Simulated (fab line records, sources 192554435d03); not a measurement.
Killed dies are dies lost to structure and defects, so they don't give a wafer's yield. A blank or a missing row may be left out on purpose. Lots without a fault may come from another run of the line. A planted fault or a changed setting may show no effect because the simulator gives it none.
A struck lot beside a sound one | flow n5_finfet | 18 steps out of a route of 1938
Sound: wafers L183.1, L183.3, L183.4. Struck: wafers L176.3, L176.4, L176.6. The cause comes at the end.
At each step with rows: each side's tool, then ch and its chambers, then its first start. Under that, the readings that differ: sound wafers | struck wafers | difference of the means | sigmas: that difference in standard deviations of wafers without a fault.
alike: readings whose means differ by less than 2 such deviations, and words and numbers that are the same on both sides. not compared: withheld readings, readings that some wafer has no value for, bounds like >300 that may hide the same value, and numbers for which the record gives no deviation and whose values overlap.
The two part at a step that has a row with sigmas, a row that says differs or no value, or rows on one side only. Numbers that don't overlap but have no deviation are shown without sigmas and don't part them. A reading that every wafer of one side lacks parts them only if that side has two wafers or more.

first, 9 steps without rows for these wafers: N5_GATE_CUT_EXPOSE_10 (exposes mask GATE CUT, target cd 20 nm); N5_GATE_CUT_PEB_11 (peb time 60 s); N5_GATE_CUT_DEVELOP_12 (develop time 30 s); N5_GATE_CUT_DESCUM_18 (chemistry O2, time 7 s); N5_GATE_CUT_ETCH_28 (etches underlayer in N2/H2, target depth 13 nm, time 10.4 s); N5_GATE_CUT_ETCH_36 (etches SiARC in CF4, target depth 13 nm, time 21.7 s); N5_GATE_CUT_ETCH_37 (etches SOC in N2/H2, target depth 60 nm, overetch 12 nm, time 90 s); N5_GATE_CUT_STRIP_38 (strips in N2/H2); N5_GATE_CUT_STRIP_39 (strips in N2/H2).
N5_GATE_CUT_HM_OPEN_40: chemistry C4F6/O2, target SiO2, target depth 139 nm, time 85.1 s.
  sound on rie_diel-01 ch 1,2,3, day 8 09:46; struck on rie_diel-01 ch 1,2, day 6 13:35
  no value came back on the struck wafers for any of 9 readings (C4F6_flow_sccm (sccm), O2_flow_sccm (sccm) and others); on the sound wafers C4F6_flow_sccm (sccm) reads 10.031 9.991 10.016
  reading                                     | sound        | struck         | difference | sigmas
  model.SOC_of_GATE_CUT_COAT_34.thk_nm (nm)   | 32.2 32.2 32 | 60.2 60.2 60.2 | +28.1      |
  model.SiARC_of_GATE_CUT_COAT_35.thk_nm (nm) | 0 0 0        | 6.2 5.8 6      | +6.0       |
N5_GATE_CUT_STRIP_41: strips in CF4.
  sound on rie_diel-01 ch 1,2,3, day 8 09:50; struck on rie_diel-01 ch 1,2, day 6 13:39
  reading               | sound             | struck            | difference | sigmas
  oes_product_au (a.u.) | 0.234 0.165 0.170 | 0.727 0.684 0.683 | +0.508     | +25
  alike: cf4_flow_sccm, drypump_motor_current_A, rf_vpp_V, showerhead_plenum_p_Torr, throttle_valve_pct
  not compared: rf_hours_counter_h
then, 1 step without rows for these wafers: N5_GATE_CUT_STRIP_42 (strips in O2).
N5_GATE_CUT_ETCH_19: etches SiNx in CH3F/O2, target depth 53.7 nm, time 76.7 s.
  sound on rie_diel-01 ch 1,2,3, day 8 09:53; struck on rie_diel-01 ch 1,2, day 6 13:43
  reading               | sound          | struck            | difference | sigmas
  etch_rf_on_time_s (s) | 73.3 75.9 77.7 | 191.7 191.7 191.7 | +116.1     | +77
  oes_product_au (a.u.) | 0.86 0.60 0.61 | 0.28 0.26 0.25    | -0.43      | -5
  alike: drypump_motor_current_A, rf_vpp_V, showerhead_plenum_p_Torr, throttle_valve_pct
  not compared: rf_hours_counter_h
N5_GATE_CUT_CUT_ETCH_53: etches W in SF6/Cl2, target depth 79.2 nm.
  sound on rie_metal-01 ch 0,1, day 8 10:00; struck on rie_metal-01 ch 0,1, day 6 13:50
  reading                | sound             | struck            | difference | sigmas
  etch_rf_on_time_s (s)  | 25.8 26.0 25.9    | 34.3 34.3 34.3    | +8.4       | +23
  oes_product_au (a.u.)  | 0.83 0.79 0.83    | 0.36 0.34 0.36    | -0.46      | -4
  throttle_valve_pct (%) | 28.74 28.70 28.74 | 27.34 27.30 27.34 | -1.40      | -8
  alike: SF6_flow_sccm, drypump_motor_current_A
  not compared: rf_hours_counter_h
N5_GATE_CUT_CUT_ETCH_54: etches TiN in Cl2/BCl3, target depth 96.7 nm.
  sound on rie_metal-01 ch 0,1, day 8 10:04; struck on rie_metal-01 ch 0,1, day 6 13:54
  reading                | sound             | struck            | difference | sigmas
  etch_rf_on_time_s (s)  | 36.4 36.4 36.5    | 47.9 47.9 47.9    | +11.5      | +25
  oes_product_au (a.u.)  | 0.82 0.79 0.82    | 0.37 0.33 0.36    | -0.46      | -4
  throttle_valve_pct (%) | 22.08 22.06 22.09 | 22.63 22.58 22.61 | +0.53      | +3
  alike: drypump_motor_current_A
  not compared: rf_hours_counter_h
N5_GATE_CUT_CUT_ETCH_55: etches HfO2 in BCl3, target depth 3.2 nm.
  sound on rie_metal-01 ch 0,1, day 8 10:07; struck on rie_metal-01 ch 0,1, day 6 13:57
  reading               | sound          | struck         | difference | sigmas
  oes_product_au (a.u.) | 0.92 0.85 0.92 | 0.36 0.33 0.36 | -0.55      | -4
  alike: drypump_motor_current_A, throttle_valve_pct
  not compared: rf_hours_counter_h
N5_BEOL_M4_RC_MEAS_101:
  the record has rows for the sound wafers here (prober-02 ch 0, day 11 21:59) and none for the struck ones
-- the record jumps here: 7 days lie between the struck wafers' starts before and after (it left off in module BEOL_M4 and takes up again in module PASSIVATION, whose first step shown is number 1936 of the route) --
N5_PASSIVATION_PROBE_49:
  sound on prober-01, day 16 00:31; struck on prober-01, day 13 18:39
  reading                  | sound          | struck         | difference | sigmas
  defect_limited_yield (%) | 95.2 91.9 93.0 | 0 0 0          | -93        | -62
  killed_at_front_end      | 24 48 39       | 1131 1114 1142 | +1092      | +99 or more
  killed_dies              | 57 95 83       | 1180 1180 1180 | +1102      | +61
  killed_on_rim            | 10 8 10        | 152 152 152    | +143       | +38
  sort_bin_5_function (%)  | 2.6 4.7 4.1    | 96.5 96.4 97.0 | +92.8      | +93
  sort_n_pass              | 1123 1085 1097 | 0 0 0          | -1102      | -58
  sort_yield_pct (%)       | 95.2 91.9 93.0 | 0 0 0          | -93        | -58
  alike: killed_at_M0_to_M3, killed_at_M4_up, killed_at_contacts, killed_at_other, killed_open, killed_short, sort_bin_6_memory

WHERE THEY PART
First at N5_GATE_CUT_HM_OPEN_40; last, within this record, at N5_PASSIVATION_PROBE_49.

WHY: what the simulator had put in
Skipped step whole: rie_diel-01, from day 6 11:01 on, at N5_GATE_CUT_HM_OPEN_40. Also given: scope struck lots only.
